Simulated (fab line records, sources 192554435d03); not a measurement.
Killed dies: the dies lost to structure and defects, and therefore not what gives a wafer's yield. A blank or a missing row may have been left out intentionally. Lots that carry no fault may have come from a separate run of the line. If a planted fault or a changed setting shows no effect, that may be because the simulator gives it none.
Which tool did it? :: flow n5Finfet :: 9 lots with 27 wafers sampled at 5 steps, on a route of 1938 steps

## WHAT THE GAUGES READ, wafer by wafer
N5_MOL_CONTACT_COAG_INSPECT_57: inspects for defects (brightfield). Usual: 193 for rawDefectCount, sd 50.
lot: L464
measured: day 5 08:10
on: defectInspect-01
rawDefectCount: 176 155 252
flag: 

lot: L466
measured: day 5 17:55
on: defectInspect-02
rawDefectCount: 156 209 166
flag: 

lot: L467
measured: day 6 01:26
on: defectInspect-01
rawDefectCount: 209 229 200
flag: 

lot: L479
measured: day 9 04:53
on: defectInspect-02
rawDefectCount: 220 244 326
flag: 

lot: L480
measured: day 9 11:05
on: defectInspect-01
rawDefectCount: 129 143 135
flag: 

lot: L481
measured: day 9 14:40
on: defectInspect-02
rawDefectCount: 196 269 177
flag: 

lot: L484
measured: day 10 12:02
on: defectInspect-01
rawDefectCount: 242 191 298
flag: 

lot: L485
measured: day 10 17:44
on: defectInspect-02
rawDefectCount: 119 103 105
flag: 

lot: L486
measured: day 10 21:15
on: defectInspect-02
rawDefectCount: 199 170 212
flag: 

N5_BEOL_M4_RC_MEAS_101. Usual: DIBL_N 35.6 mV/V, standard deviation 1.7; DIBL_P 35.0 mV/V, standard deviation 2; IOFF_N 0.148 nA/um, standard deviation 0.027; IOFF_P 0.19 nA/um, standard deviation 0.032; ION_N 671 uA/um, standard deviation 14; ION_P 460 uA/um, standard deviation 9.1; SS_N 71.3 mV/dec, standard deviation 0.62; SS_P 73.0 mV/dec, standard deviation 0.64; VT_N 251 mV, standard deviation 3.2; VT_P -251.5 mV, standard deviation 2.9.
lot: L464
measured: day 9 12:35
on: prober-02
DIBL_N (mV/V): 34.3 35.7 33.8
DIBL_P (mV/V): 32.1 34.3 31.4
IOFF_N (nA/um): 0.130 0.156 0.123
IOFF_P (nA/um): 0.17 0.20 0.16
ION_N (uA/um): 663 696 671
ION_P (uA/um): 456 474 462
SS_N (mV/dec): 71.3 71.2 71.0
SS_P (mV/dec): 73.1 72.7 72.7
VT_N (mV): 250 248 254
VT_P (mV): -252.0 -251.6 -250.1
flag: 

lot: L466
measured: day 9 15:12
on: prober-01
DIBL_N (mV/V): 38.2 38.3 37.6
DIBL_P (mV/V): 38.9 39.4 38.2
IOFF_N (nA/um): 0.168 0.180 0.164
IOFF_P (nA/um): 0.20 0.22 0.20
ION_N (uA/um): 692 685 687
ION_P (uA/um): 473 466 465
SS_N (mV/dec): 72.1 71.9 71.9
SS_P (mV/dec): 73.6 73.4 73.0
VT_N (mV): 250 248 249
VT_P (mV): -252.7 -253.7 -252.6
flag: 

lot: L467
measured: day 11 04:55
on: prober-01
DIBL_N (mV/V): 33.9 31.4 32.5
DIBL_P (mV/V): 34.3 32.1 33.4
IOFF_N (nA/um): 0.132 0.109 0.121
IOFF_P (nA/um): 0.17 0.15 0.16
ION_N (uA/um): 655 667 668
ION_P (uA/um): 446 453 458
SS_N (mV/dec): 70.6 70.2 70.2
SS_P (mV/dec): 72.2 71.5 72.0
VT_N (mV): 255 253 252
VT_P (mV): -254.2 -253.2 -253.3
flag: 

lot: L484
measured: day 13 20:51
on: prober-02
DIBL_N (mV/V): 34.3 36.1 33.4
DIBL_P (mV/V): 32.5 34.7 31.5
IOFF_N (nA/um): 0.125 0.166 0.114
IOFF_P (nA/um): 0.17 0.21 0.16
ION_N (uA/um): 661 677 662
ION_P (uA/um): 453 458 460
SS_N (mV/dec): 71.1 71.4 70.9
SS_P (mV/dec): 72.1 72.9 71.8
VT_N (mV): 250 245 254
VT_P (mV): -253.9 -248.5 -254.1
flag: 

lot: L485
measured: day 14 10:01
on: prober-01
DIBL_N (mV/V): 37.0 36.2 34.6
DIBL_P (mV/V): 37.4 35.8 33.7
IOFF_N (nA/um): 0.156 0.144 0.120
IOFF_P (nA/um): 0.22 0.18 0.16
ION_N (uA/um): 677 680 668
ION_P (uA/um): 472 464 462
SS_N (mV/dec): 71.3 71.2 69.9
SS_P (mV/dec): 73.3 72.3 72.6
VT_N (mV): 250 251 254
VT_P (mV): -251.2 -253.6 -252.9
flag: 

lot: L486
measured: day 14 09:56
on: prober-02
DIBL_N (mV/V): 37.7 35.9 36.3
DIBL_P (mV/V): 37.6 35.5 36.0
IOFF_N (nA/um): 0.200 0.155 0.166
IOFF_P (nA/um): 0.22 0.19 0.20
ION_N (uA/um): 701 679 681
ION_P (uA/um): 468 458 456
SS_N (mV/dec): 71.8 71.2 71.3
SS_P (mV/dec): 74.1 73.3 73.6
VT_N (mV): 246 249 245
VT_P (mV): -253.1 -251.3 -250.3
flag: 

## WHAT TOOL EACH LOT RAN ON (gives the tool, then ch and the chambers of the sampled wafers, and finally the start)
lot: L464
N5_MOL_CONTACT_COAG_ETCH_89: rieDiel-06 ch 0,2, day 5 08:14
N5_MOL_CONTACT_COAG_STRIP_96: rieDiel-03 ch 2,3, day 5 08:50
N5_MOL_CONTACT_COAG_ETCH_47: rieDiel-03 ch 2,3, day 5 08:52

lot: L466
N5_MOL_CONTACT_COAG_ETCH_89: rieDiel-01 ch 0,1,2, day 5 18:08
N5_MOL_CONTACT_COAG_STRIP_96: rieDiel-03 ch 2,3, day 5 18:46
N5_MOL_CONTACT_COAG_ETCH_47: rieDiel-03 ch 2,3, day 5 18:49

lot: L467
N5_MOL_CONTACT_COAG_ETCH_89: rieDiel-01 ch 1,3, day 6 01:37
N5_MOL_CONTACT_COAG_STRIP_96: rieDiel-03 ch 0,3, day 6 02:10
N5_MOL_CONTACT_COAG_ETCH_47: rieDiel-03 ch 0,3, day 6 02:12

lot: L479
N5_MOL_CONTACT_COAG_ETCH_89: rieDiel-06 ch 2,3, day 9 04:59
N5_MOL_CONTACT_COAG_STRIP_96: rieDiel-03 ch 0,1,2, day 9 05:29
N5_MOL_CONTACT_COAG_ETCH_47: rieDiel-03 ch 0,1,2, day 9 05:32

lot: L480
N5_MOL_CONTACT_COAG_ETCH_89: rieDiel-03 ch 0,1,3, day 9 11:11
N5_MOL_CONTACT_COAG_STRIP_96: rieDiel-03 ch 0,1, day 9 11:41
N5_MOL_CONTACT_COAG_ETCH_47: rieDiel-03 ch 0,1, day 9 11:44

lot: L481
N5_MOL_CONTACT_COAG_ETCH_89: rieDiel-03 ch 0,1, day 9 14:44
N5_MOL_CONTACT_COAG_STRIP_96: rieDiel-03 ch 0,3, day 9 15:14
N5_MOL_CONTACT_COAG_ETCH_47: rieDiel-03 ch 0,3, day 9 15:17

lot: L484
N5_MOL_CONTACT_COAG_ETCH_89: rieDiel-06 ch 0,2,3, day 10 12:20
N5_MOL_CONTACT_COAG_STRIP_96: rieDiel-06 ch 0,2,3, day 10 13:14
N5_MOL_CONTACT_COAG_ETCH_47: rieDiel-06 ch 0,2,3, day 10 13:17

lot: L485
N5_MOL_CONTACT_COAG_ETCH_89: rieDiel-01 ch 0,1,2, day 10 17:49
N5_MOL_CONTACT_COAG_STRIP_96: rieDiel-01 ch 0,1, day 10 18:19
N5_MOL_CONTACT_COAG_ETCH_47: rieDiel-01 ch 0,1, day 10 18:21

lot: L486
N5_MOL_CONTACT_COAG_ETCH_89: rieDiel-01 ch 2,3, day 10 21:59
N5_MOL_CONTACT_COAG_STRIP_96: rieDiel-06 ch 0,1,2, day 10 22:35
N5_MOL_CONTACT_COAG_ETCH_47: rieDiel-06 ch 0,1,2, day 10 22:38
- N5_MOL_CONTACT_COAG_ETCH_89: etches underlayer in N2/H2, target depth 13 nm, time 10.4 s.
- N5_MOL_CONTACT_COAG_STRIP_96: strips in N2/H2.
- N5_MOL_CONTACT_COAG_ETCH_47: etches SiNx in CH3F/O2, stops on W, target depth 27 nm.

## AS READ BY THE TOOLS THEMSELVES (means over the sampled wafers that have a number; for cases with no such wafer, the mark the record gives instead)
N5_MOL_CONTACT_COAG_ETCH_89. Usual: biasW 149.9 W, standard deviation 0.47; chamberPressureMTorr 30.00 mTorr, standard deviation 0.03; drypumpMotorCurrentA 5.7 A, standard deviation 0.44; etchRfOnTimeS 10.34 s, standard deviation 0.29; oesProductAu 0.67 a.u., standard deviation 0.083; rfVppV 522.9 V, standard deviation 1.7; showerheadPlenumPTorr 2.50 Torr, standard deviation 0.056; throttleValvePct 17.8 %, standard deviation 0.31.
lot: L464
tool: rieDiel-06
biasW (W): 150.2
chamberPressureMTorr (mTorr): 30.01
drypumpMotorCurrentA (A): 5.2
etchRfOnTimeS (s): 10.02
oesProductAu (a.u.): 0.78
rfVppV (V): 522.6
showerheadPlenumPTorr (Torr): 2.55
throttleValvePct (%): 17.8
flag: 

lot: L466
tool: rieDiel-01
biasW (W): 149.9
chamberPressureMTorr (mTorr): 30.00
drypumpMotorCurrentA (A): 5.7
etchRfOnTimeS (s): 10.38
oesProductAu (a.u.): 0.67
rfVppV (V): 523.8
showerheadPlenumPTorr (Torr): 2.49
throttleValvePct (%): 17.9
flag: 

lot: L467
tool: rieDiel-01
biasW (W): 149.1
chamberPressureMTorr (mTorr): 29.97
drypumpMotorCurrentA (A): 6.2
etchRfOnTimeS (s): 10.54
oesProductAu (a.u.): 0.63
rfVppV (V): 522.8
showerheadPlenumPTorr (Torr): 2.48
throttleValvePct (%): 17.7
flag: 

lot: L479
tool: rieDiel-06
biasW (W): 149.9
chamberPressureMTorr (mTorr): 30.01
drypumpMotorCurrentA (A): 5.6
etchRfOnTimeS (s): 10.59
oesProductAu (a.u.): 0.63
rfVppV (V): 524.7
showerheadPlenumPTorr (Torr): 2.53
throttleValvePct (%): 18.2
flag: 

lot: L480
tool: rieDiel-03
biasW (W): 149.8
chamberPressureMTorr (mTorr): 30.04
drypumpMotorCurrentA (A): 5.6
etchRfOnTimeS (s): 10.39
oesProductAu (a.u.): 0.67
rfVppV (V): 523.0
showerheadPlenumPTorr (Torr): 2.53
throttleValvePct (%): 17.8
flag: 

lot: L481
tool: rieDiel-03
biasW (W): 149.5
chamberPressureMTorr (mTorr): 30.03
drypumpMotorCurrentA (A): 5.4
etchRfOnTimeS (s): 10.26
oesProductAu (a.u.): 0.66
rfVppV (V): 522.1
showerheadPlenumPTorr (Torr): 2.48
throttleValvePct (%): 17.8
flag: 

lot: L484
tool: rieDiel-06
biasW (W): 150.1
chamberPressureMTorr (mTorr): 30.01
drypumpMotorCurrentA (A): 5.6
etchRfOnTimeS (s): 10.25
oesProductAu (a.u.): 0.67
rfVppV (V): 523.3
showerheadPlenumPTorr (Torr): 2.51
throttleValvePct (%): 17.9
flag: 

lot: L485
tool: rieDiel-01
biasW (W): 150.1
chamberPressureMTorr (mTorr): 29.99
drypumpMotorCurrentA (A): 5.7
etchRfOnTimeS (s): 10.66
oesProductAu (a.u.): 0.69
rfVppV (V): 522.7
showerheadPlenumPTorr (Torr): 2.48
throttleValvePct (%): 17.8
flag: 

lot: L486
tool: rieDiel-01
biasW (W): 150.2
chamberPressureMTorr (mTorr): 29.99
drypumpMotorCurrentA (A): 6.0
etchRfOnTimeS (s): 10.64
oesProductAu (a.u.): 0.70
rfVppV (V): 522.1
showerheadPlenumPTorr (Torr): 2.46
throttleValvePct (%): 17.6
flag: 

N5_MOL_CONTACT_COAG_STRIP_96. Usual: drypumpMotorCurrentA 5.6 A, standard deviation 0.41; oesProductAu 0.79 a.u., standard deviation 0.099; rfVppV 121.6 V, standard deviation 1.2; showerheadPlenumPTorr 3.32 Torr, standard deviation 0.083; throttleValvePct 18.9 %, standard deviation 0.41.
lot: L464
tool: rieDiel-03
drypumpMotorCurrentA (A): 5.8
oesProductAu (a.u.): 0.79
rfVppV (V): 122.4
showerheadPlenumPTorr (Torr): 3.34
throttleValvePct (%): 19.2
flag: 

lot: L466
tool: rieDiel-03
drypumpMotorCurrentA (A): 5.8
oesProductAu (a.u.): 0.78
rfVppV (V): 121.8
showerheadPlenumPTorr (Torr): 3.33
throttleValvePct (%): 19.2
flag: 

lot: L467
tool: rieDiel-03
drypumpMotorCurrentA (A): 5.6
oesProductAu (a.u.): 0.78
rfVppV (V): 121.7
showerheadPlenumPTorr (Torr): 3.35
throttleValvePct (%): 19.3
flag: 

lot: L479
tool: rieDiel-03
drypumpMotorCurrentA (A): 5.6
oesProductAu (a.u.): 0.86
rfVppV (V): 121.3
showerheadPlenumPTorr (Torr): 3.41
throttleValvePct (%): 18.7
flag: 

lot: L480
tool: rieDiel-03
drypumpMotorCurrentA (A): 5.4
oesProductAu (a.u.): 0.76
rfVppV (V): 120.8
showerheadPlenumPTorr (Torr): 3.29
throttleValvePct (%): 18.9
flag: 

lot: L481
tool: rieDiel-03
drypumpMotorCurrentA (A): 5.4
oesProductAu (a.u.): 0.73
rfVppV (V): 120.7
showerheadPlenumPTorr (Torr): 3.28
throttleValvePct (%): 19.3
flag: 

lot: L484
tool: rieDiel-06
drypumpMotorCurrentA (A): 5.6
oesProductAu (a.u.): 0.77
rfVppV (V): 120.2
showerheadPlenumPTorr (Torr): 3.31
throttleValvePct (%): 19.0
flag: 

lot: L485
tool: rieDiel-01
drypumpMotorCurrentA (A): 5.3
oesProductAu (a.u.): 0.76
rfVppV (V): 122.3
showerheadPlenumPTorr (Torr): 3.29
throttleValvePct (%): 18.9
flag: 

lot: L486
tool: rieDiel-06
drypumpMotorCurrentA (A): 5.4
oesProductAu (a.u.): 0.78
rfVppV (V): 121.4
showerheadPlenumPTorr (Torr): 3.31
throttleValvePct (%): 18.9
flag: 

N5_MOL_CONTACT_COAG_ETCH_47. Usual: CH3F_flow_sccm 30.00 sccm, standard deviation 0.087; O2_flow_sccm 20.00 sccm, standard deviation 0.063; drypumpMotorCurrentA 5.6 A, standard deviation 0.41; etchRfOnTimeS 31.0 s, standard deviation 0.64; oes_o_777_au 0.79 a.u., standard deviation 0.093; oesProductAu 0.71 a.u., standard deviation 0.087; rfVppV 298 V, standard deviation 6.4; showerheadPlenumPTorr 1.98 Torr, standard deviation 0.047; throttleValvePct 16.37 %, standard deviation 0.27.
lot: L464
tool: rieDiel-03
CH3F_flow_sccm (sccm): 30.02
O2_flow_sccm (sccm): 20.00
drypumpMotorCurrentA (A): 5.8
etchRfOnTimeS (s): 31.1
oes_o_777_au (a.u.): 0.79
oesProductAu (a.u.): 0.70
rfVppV (V): 290
showerheadPlenumPTorr (Torr): 1.99
throttleValvePct (%): 16.53
flag: 

lot: L466
tool: rieDiel-03
CH3F_flow_sccm (sccm): 30.05
O2_flow_sccm (sccm): 20.05
drypumpMotorCurrentA (A): 5.8
etchRfOnTimeS (s): 31.0
oes_o_777_au (a.u.): 0.78
oesProductAu (a.u.): 0.70
rfVppV (V): 291
showerheadPlenumPTorr (Torr): 1.99
throttleValvePct (%): 16.55
flag: 

lot: L467
tool: rieDiel-03
CH3F_flow_sccm (sccm): 29.99
O2_flow_sccm (sccm): 19.98
drypumpMotorCurrentA (A): 5.6
etchRfOnTimeS (s): 31.2
oes_o_777_au (a.u.): 0.80
oesProductAu (a.u.): 0.70
rfVppV (V): 292
showerheadPlenumPTorr (Torr): 1.99
throttleValvePct (%): 16.42
flag: 

lot: L479
tool: rieDiel-03
CH3F_flow_sccm (sccm): -
O2_flow_sccm (sccm): -
drypumpMotorCurrentA (A): -
etchRfOnTimeS (s): -
oes_o_777_au (a.u.): -
oesProductAu (a.u.): -
rfVppV (V): -
showerheadPlenumPTorr (Torr): -
throttleValvePct (%): -
flag: OFF

lot: L480
tool: rieDiel-03
CH3F_flow_sccm (sccm): -
O2_flow_sccm (sccm): -
drypumpMotorCurrentA (A): -
etchRfOnTimeS (s): -
oes_o_777_au (a.u.): -
oesProductAu (a.u.): -
rfVppV (V): -
showerheadPlenumPTorr (Torr): -
throttleValvePct (%): -
flag: OFF

lot: L481
tool: rieDiel-03
CH3F_flow_sccm (sccm): -
O2_flow_sccm (sccm): -
drypumpMotorCurrentA (A): -
etchRfOnTimeS (s): -
oes_o_777_au (a.u.): -
oesProductAu (a.u.): -
rfVppV (V): -
showerheadPlenumPTorr (Torr): -
throttleValvePct (%): -
flag: OFF

lot: L484
tool: rieDiel-06
CH3F_flow_sccm (sccm): 30.00
O2_flow_sccm (sccm): 19.95
drypumpMotorCurrentA (A): 5.6
etchRfOnTimeS (s): 30.8
oes_o_777_au (a.u.): 0.77
oesProductAu (a.u.): 0.69
rfVppV (V): 301
showerheadPlenumPTorr (Torr): 1.97
throttleValvePct (%): 16.43
flag: 

lot: L485
tool: rieDiel-01
CH3F_flow_sccm (sccm): 30.01
O2_flow_sccm (sccm): 19.95
drypumpMotorCurrentA (A): 5.3
etchRfOnTimeS (s): 31.4
oes_o_777_au (a.u.): 0.77
oesProductAu (a.u.): 0.67
rfVppV (V): 296
showerheadPlenumPTorr (Torr): 1.97
throttleValvePct (%): 16.61
flag: 

lot: L486
tool: rieDiel-06
CH3F_flow_sccm (sccm): 30.01
O2_flow_sccm (sccm): 20.03
drypumpMotorCurrentA (A): 5.5
etchRfOnTimeS (s): 30.5
oes_o_777_au (a.u.): 0.78
oesProductAu (a.u.): 0.70
rfVppV (V): 302
showerheadPlenumPTorr (Torr): 1.97
throttleValvePct (%): 16.39
flag: 

## THE ANSWER, worked out from the rows above alone
Rule: a lot is off if the mean of its wafers that have a number lies more than 3 standard deviations from the usual mean. Also off: a lot with no number at a reading for which 4 or more lots have one. Where the step has rows for the other lots, those lots are counted as sound. First the gauges in route order, then the tools' own readings, where a lot's mean is used as printed above. The first step at which some lot is off is used, and at that step the reading that is off furthest; a lot without a number counts as furthest.
Off: L479, L480, L481, at N5_MOL_CONTACT_COAG_ETCH_47 (CH3F_flow_sccm). Without a number there: L479, L480, L481.
A tool fits if, at that step or a process step before it, it ran every lot that is off, and no sound lot after the first of them. One candidate fits, namely rieDiel-03 at N5_MOL_CONTACT_COAG_STRIP_96 and N5_MOL_CONTACT_COAG_ETCH_47. At N5_MOL_CONTACT_COAG_STRIP_96 its last sound lot is L467 (day 6 02:10), its first lot that is off L479 (day 9 05:29): a fault that began between those two fits.

## WHAT THE SIMULATOR HAD INSERTED
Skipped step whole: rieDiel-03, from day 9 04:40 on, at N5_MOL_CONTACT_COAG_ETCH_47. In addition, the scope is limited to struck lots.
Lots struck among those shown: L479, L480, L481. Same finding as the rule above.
